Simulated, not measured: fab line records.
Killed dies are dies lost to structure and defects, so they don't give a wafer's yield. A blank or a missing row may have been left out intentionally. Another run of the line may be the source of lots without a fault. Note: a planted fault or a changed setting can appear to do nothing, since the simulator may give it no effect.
What tool caused it? | flow n5_finfet | 32 wafers from 11 lots sampled at 5 of the route's 1938 steps

== WHAT THE GAUGES SHOWED, per wafer ==
N5_BEOL_M4_RC_MEAS_101. Usual: DIBL_N 36.9 mV/V, standard deviation 1.7; DIBL_P 37.3 mV/V, standard deviation 2.3; IOFF_N 0.16 nA/um, standard deviation 0.033; IOFF_P 0.22 nA/um, standard deviation 0.04; ION_N 673 uA/um, standard deviation 12; ION_P 463 uA/um, standard deviation 8; SS_N 71.6 mV/dec, standard deviation 0.58; SS_P 73.4 mV/dec, standard deviation 0.74; VT_N 250 mV, standard deviation 3.2; VT_P -250 mV, standard deviation 3.4.
lot  | measured     | on        | DIBL_N (mV/V)  | DIBL_P (mV/V)  | IOFF_N (nA/um) | IOFF_P (nA/um) | ION_N (uA/um) | ION_P (uA/um) | SS_N (mV/dec)  | SS_P (mV/dec)  | VT_N (mV)   | VT_P (mV)      | flag
L745 | day 8 13:19  | prober-02 | 35.8 36.7 36.7 | 38.3 38.5 39.2 | 0.15 0.16 0.16 | 0.19 0.20 0.21 | 669 675 667   | 455 463 458   | 71.9 71.5 71.4 | 74.0 73.6 74.5 | 251 249 250 | -256 -255 -254 |
L747 | day 8 18:08  | prober-02 | 37.3 36.1 36.7 | 38.3 37.8 38.3 | 0.18 0.16 0.18 | 0.23 0.22 0.24 | 676 668 684   | 460 464 475   | 72.1 71.6 72.0 | 73.7 72.9 72.8 | 249 252 247 | -249 -250 -249 |
L746 | day 8 22:41  | prober-02 | 39.3 38.8 36.7 | 42.2 40.3 38.6 | 0.25 0.20 0.17 | 0.33 0.28 0.25 | 684 681 695   | 475 465 480   | 72.0 71.8 72.0 | 73.5 74.5 72.9 | 245 248 250 | -245 -247 -247 |
L749 | day 9 07:04  | prober-01 | 36.9 34.3 35.0 | 36.3 33.5 33.1 | 0.17 0.14 0.13 | 0.20 0.17 0.16 | 665 684 660   | 451 461 446   | 71.1 70.8 71.4 | 73.1 73.1 72.3 | 251 250 253 | -252 -257 -257 |
L750 | day 9 13:07  | prober-02 | 36.4 37.5 35.8 | 38.5 39.4 37.3 | 0.17 0.19 0.16 | 0.25 0.26 0.23 | 664 675 666   | 460 465 461   | 72.0 71.8 71.3 | 73.9 73.2 73.3 | 248 248 248 | -251 -251 -249 |
L751 | day 10 02:21 | prober-01 | 40.5 37.7 36.3 | 41.6 37.0 35.5 | 0.24 0.17 0.14 | 0.30 0.21 0.19 | 687 668 661   | 473 462 454   | 72.5 71.4 71.3 | 74.3 73.4 72.9 | 245 249 251 | -245 -250 -251 |
L752 | day 10 01:18 | prober-02 | 36.2 35.7 37.7 | 35.5 36.2 37.3 | 0.13 0.13 0.16 | 0.18 0.18 0.21 | 659 655 664   | 453 452 457   | 72.0 71.5 72.6 | 73.3 72.9 72.8 | 256 255 252 | -252 -252 -250 |
L761 | day 12 09:53 | prober-01 | 37.3 36.8 36.2 | 38.6 38.4 38.2 | 0.19 0.18 0.16 | 0.23 0.25 0.23 | 678 676 669   | 463 463 460   | 72.3 71.2 71.0 | 73.4 73.5 73.0 | 248 249 252 | -248 -247 -247 |
L762 | day 12 07:57 | prober-01 | 36.9 35.7      | 35.1 34.5      | 0.13 0.13      | 0.20 0.19      | 654 661       | 456 453       | 71.3 71.7      | 73.8 73.3      | 256 252     | -252 -251      |
L765 | day 13 20:19 | prober-01 | 34.2 39.0 36.4 | 36.0 41.1 37.0 | 0.12 0.20 0.14 | 0.19 0.27 0.21 | 669 677 667   | 467 465 464   | 71.6 72.0 71.3 | 72.4 73.9 73.9 | 256 246 254 | -254 -248 -248 |
L767 | day 13 23:04 | prober-02 | 36.1 38.0 37.1 | 35.9 37.9 36.7 | 0.13 0.15 0.14 | 0.19 0.22 0.20 | 649 676 662   | 447 464 456   | 71.3 71.4 70.7 | 72.5 73.6 73.4 | 254 252 252 | -250 -249 -253 |

== WHAT TOOL EACH LOT RAN ON (gives the tool, then ch and the chambers of the sampled wafers, and finally the start) ==
lot  | N5_BEOL_M2_ANNEAL_95         | N5_BEOL_M2_CO_CAP_55             | N5_BEOL_M2_DEP_57               | N5_BEOL_M3_COAT_67
L745 | pvd_sputter-01, day 7 09:24  | cvd_co-01 ch 1,2, day 7 10:26    | pecvd-03 ch 0,1, day 7 10:35    | litho_track-04 ch 0, day 7 14:04
L747 | pvd_sputter-03, day 7 13:00  | cvd_co-02 ch 0,1,2, day 7 14:01  | pecvd-03 ch 0,1,2, day 7 14:08  | litho_track-04 ch 0, day 7 15:55
L746 | pvd_sputter-02, day 7 14:20  | cvd_co-02 ch 0,2, day 7 15:41    | pecvd-04 ch 0,2, day 7 15:48    | litho_track-04 ch 0, day 7 19:13
L749 | pvd_sputter-02, day 8 00:02  | cvd_co-02 ch 1,2, day 8 01:02    | pecvd-02 ch 0,2, day 8 01:09    | litho_track-04 ch 0, day 8 04:12
L750 | pvd_sputter-01, day 8 13:45  | cvd_co-01 ch 0,1,2, day 8 14:52  | pecvd-04 ch 0,1,2, day 8 14:58  | litho_track-04 ch 0, day 8 19:04
L751 | pvd_sputter-01, day 8 21:31  | cvd_co-01 ch 0,1,2, day 8 22:32  | pecvd-02 ch 0,1,2, day 8 22:39  | litho_track-04 ch 0, day 9 02:14
L752 | pvd_sputter-03, day 8 21:32  | cvd_co-02 ch 0,1,2, day 8 22:38  | pecvd-03 ch 0,1, day 8 22:45    | litho_track-04 ch 0, day 9 02:29
L761 | pvd_sputter-02, day 11 05:53 | cvd_co-01 ch 0,2, day 11 06:53   | pecvd-04 ch 0,1,2, day 11 07:00 | litho_track-02 ch 0, day 11 09:09
L762 | pvd_sputter-02, day 11 08:02 | cvd_co-01 ch 0, day 11 09:02     | pecvd-03 ch 1,2, day 11 09:10   | litho_track-03 ch 0, day 11 11:57
L765 | pvd_sputter-01, day 12 15:17 | cvd_co-01 ch 0,1,2, day 12 16:17 | pecvd-03 ch 1,2, day 12 16:24   | litho_track-02 ch 0, day 12 19:51
L767 | pvd_sputter-01, day 13 03:22 | cvd_co-01 ch 1,2, day 13 04:22   | pecvd-03 ch 1,2, day 13 04:29   | litho_track-02 ch 0, day 13 05:55
- N5_BEOL_M2_ANNEAL_95: time 240 s.
- N5_BEOL_M2_CO_CAP_55: material Co, precursor CCTBA/H2, target thk 2 nm, time 102.1 s.
- N5_BEOL_M2_DEP_57: deposits SiCN from 3MS/NH3, target thk 8 nm, time 14 s.
- N5_BEOL_M3_COAT_67: time 60 s, resist thk 60 nm.

== WHAT THE TOOLS THEMSELVES READ (means of the sampled wafers that have a number; where no wafer has one, the mark that the record gives instead) ==
N5_BEOL_M2_ANNEAL_95. Usual: 815 W for heater_power_w, sd 66.
lot  | tool           | heater_power_w (W) | flag
L745 | pvd_sputter-01 | 865                |
L747 | pvd_sputter-03 | 735                |
L746 | pvd_sputter-02 | 739                |
L749 | pvd_sputter-02 | 793                |
L750 | pvd_sputter-01 | 852                |
L751 | pvd_sputter-01 | 874                |
L752 | pvd_sputter-03 | 726                |
L761 | pvd_sputter-02 | 849                |
L762 | pvd_sputter-02 | 768                |
L765 | pvd_sputter-01 | 862                |
L767 | pvd_sputter-01 | 882                |

N5_BEOL_M2_CO_CAP_55. Usual: 228 W for heater_power_w, sd 18.
lot  | tool      | heater_power_w (W) | flag
L745 | cvd_co-01 | 224                |
L747 | cvd_co-02 | 217                |
L746 | cvd_co-02 | 228                |
L749 | cvd_co-02 | 211                |
L750 | cvd_co-01 | 235                |
L751 | cvd_co-01 | 238                |
L752 | cvd_co-02 | 219                |
L761 | cvd_co-01 | 225                |
L762 | cvd_co-01 | 249                |
L765 | cvd_co-01 | 238                |
L767 | cvd_co-01 | 233                |

N5_BEOL_M2_DEP_57. Usual: showerhead_plenum_p_Torr 3.661 Torr, standard deviation 0.0068; throttle_valve_pct 8.9 %, standard deviation 0.41.
lot  | tool     | showerhead_plenum_p_Torr (Torr) | throttle_valve_pct (%) | flag
L745 | pecvd-03 | 3.663                           | 9.1                    |
L747 | pecvd-03 | 3.663                           | 8.9                    |
L746 | pecvd-04 | 3.661                           | 9.0                    |
L749 | pecvd-02 | 3.661                           | 8.7                    |
L750 | pecvd-04 | 3.659                           | 9.1                    |
L751 | pecvd-02 | 3.662                           | 9.0                    |
L752 | pecvd-03 | 3.667                           | 9.1                    |
L761 | pecvd-04 | 3.658                           | 8.7                    |
L762 | pecvd-03 | 3.670                           | 8.7                    |
L765 | pecvd-03 | 3.669                           | 8.7                    |
L767 | pecvd-03 | 3.667                           | 8.6                    |

N5_BEOL_M3_COAT_67. Usual: 1500.1 rpm for spin_speed_rpm, sd 1.2.
lot  | tool           | spin_speed_rpm (rpm) | flag
L745 | litho_track-04 | 1499.0               |
L747 | litho_track-04 | 1499.7               |
L746 | litho_track-04 | 1501.0               |
L749 | litho_track-04 | 1499.0               |
L750 | litho_track-04 | 1499.3               |
L751 | litho_track-04 | 1289.0               | OFF
L752 | litho_track-04 | 1289.1               | OFF
L761 | litho_track-02 | 1500.0               |
L762 | litho_track-03 | 1499.1               |
L765 | litho_track-02 | 1500.2               |
L767 | litho_track-02 | 1499.6               |

== THE ANSWER, worked out from the rows above alone ==
Rule: lot off if the mean of its wafers having a number is beyond 3 standard deviations from the usual mean. Also off: a lot with no number at a reading for which 4 or more lots have one. Any other lot the step has rows for is counted as sound. First the gauges in route order, then the tools' own readings, where a lot's mean is used as printed above. The first step at which some lot is off is used, and at that step the reading that is off furthest; a lot without a number counts as furthest.
Off, at N5_BEOL_M3_COAT_67 on spin_speed_rpm: L751, L752.
A tool fits if, at that step or a process step before it, it ran every lot that is off, and no sound lot after the first of them. One fits: N5_BEOL_M3_COAT_67 on litho_track-04. A fault onset in the window from L750 (day 8 19:04, its last sound lot) to L751 (day 9 02:14, its first lot off) fits.
The tool's own readings at N5_BEOL_M3_COAT_67 bear it out: on the lots that are off they differ by more than 5 times the standard deviation of the sound lots' means. spin_speed_rpm reads 1289.0 rpm there against 1499.7 rpm on the sound lots.

== WHAT WAS PUT IN BY THE SIMULATOR ==
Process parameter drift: litho_track-04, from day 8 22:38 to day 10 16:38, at N5_BEOL_M3_COAT_67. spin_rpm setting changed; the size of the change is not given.
Lots struck among those shown: L752, L751. Same finding as the rule above.
